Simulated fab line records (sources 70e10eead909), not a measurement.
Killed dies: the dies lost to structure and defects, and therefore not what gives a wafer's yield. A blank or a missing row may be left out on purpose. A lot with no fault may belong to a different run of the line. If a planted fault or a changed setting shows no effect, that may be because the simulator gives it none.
Chamber matching	flow nand_harc	NHARC_A_DECK1_JOINT_ETCHBACK_00 on rie_si-03 has 4 sister chambers
The step etches the open film in HBr, target depth 30 nm, time 17.4 s. 20 wafers are shown with their chamber, then 10 later ones without.

## WAFERS WITH THEIR CHAMBER
wafer	chamber	drypump_motor_current_A (A)	oes_product_au (a.u.)	throttle_valve_pct (%)
L074.1	2	5.5	0.983	23.264
L074.2	1	5.1	0.996	23.265
L074.5	2	5.5	0.985	23.269
L074.3	0	5.2	1.001	23.264
L074.4	3	5.4	1.006	23.270
L074.6	1	5.1	0.994	23.247
L075.3	0	5.2	1.000	23.276
L075.4	2	5.5	0.991	23.261
L075.6	2	5.5	0.982	23.269
L075.1	3	5.3	1.011	23.256
L075.2	1	5.1	1.011	23.258
L075.5	3	5.3	1.011	23.261
L084.1	1	5.1	1.003	23.262
L084.2	2	5.5	0.978	23.258
L084.3	3	5.3	1.005	23.255
L084.4	2	5.5	0.974	23.278
L084.5	1	5.1	1.002	23.280
L084.6	3	5.3	1.003	23.259
L085.1	1	5.1	1.007	23.267
L085.3	3	5.3	1.014	23.276

SIGNATURES, as means of the wafers listed above
reading	chamber 0	chamber 1	chamber 2	chamber 3	scatter within a chamber
drypump_motor_current_A	5.200	5.100	5.500	5.317	0.0228
oes_product_au	1.00050	1.00217	0.98217	1.00833	0.00542
throttle_valve_pct	23.27000	23.26317	23.26650	23.26283	0.0089
Rule: a wafer lies at a distance from a chamber equal to the root of the sum of squares, over the readings, of (its reading less the chamber's mean, divided by the reading's scatter). If the next closest chamber is less than 2 further off than the closest, the wafer can't be placed; otherwise it belongs to the closest. The scatter: the root of (the sum of the squares of (reading less its chamber's mean) over the shown wafers, divided by (wafers less chambers)).

## WAFERS MISSING THEIR CHAMBER
wafer	drypump_motor_current_A (A)	oes_product_au (a.u.)	throttle_valve_pct (%)
L085.6	5.5	0.977	23.270
L085.2	5.5	0.979	23.281
L085.4	5.2	1.009	23.256
L085.5	5.1	1.007	23.251
L094.1	5.5	0.991	23.262
L094.4	5.1	0.982	23.267
L094.5	5.3	0.991	23.252
L097.1	5.5	0.994	23.251
L097.3	5.2	1.022	23.265
L097.4	5.3	1.002	23.266

## EACH ONE'S CHAMBER
wafer	from the rows above	in truth
L085.6	2	2
L085.2	2	2
L085.4	0	0
L085.5	1	1
L094.1	2	2
L094.4	can't be placed: 1 or 0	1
L094.5	can't be placed: 3 or 0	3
L097.1	2	2
L097.3	can't be placed: 0 or 3 or 1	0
L097.4	3	3
Placed correctly: 7 of 10. Cannot be placed on the basis of these rows: 3; the candidates contain the true chamber in 3. Placed wrongly: 0.
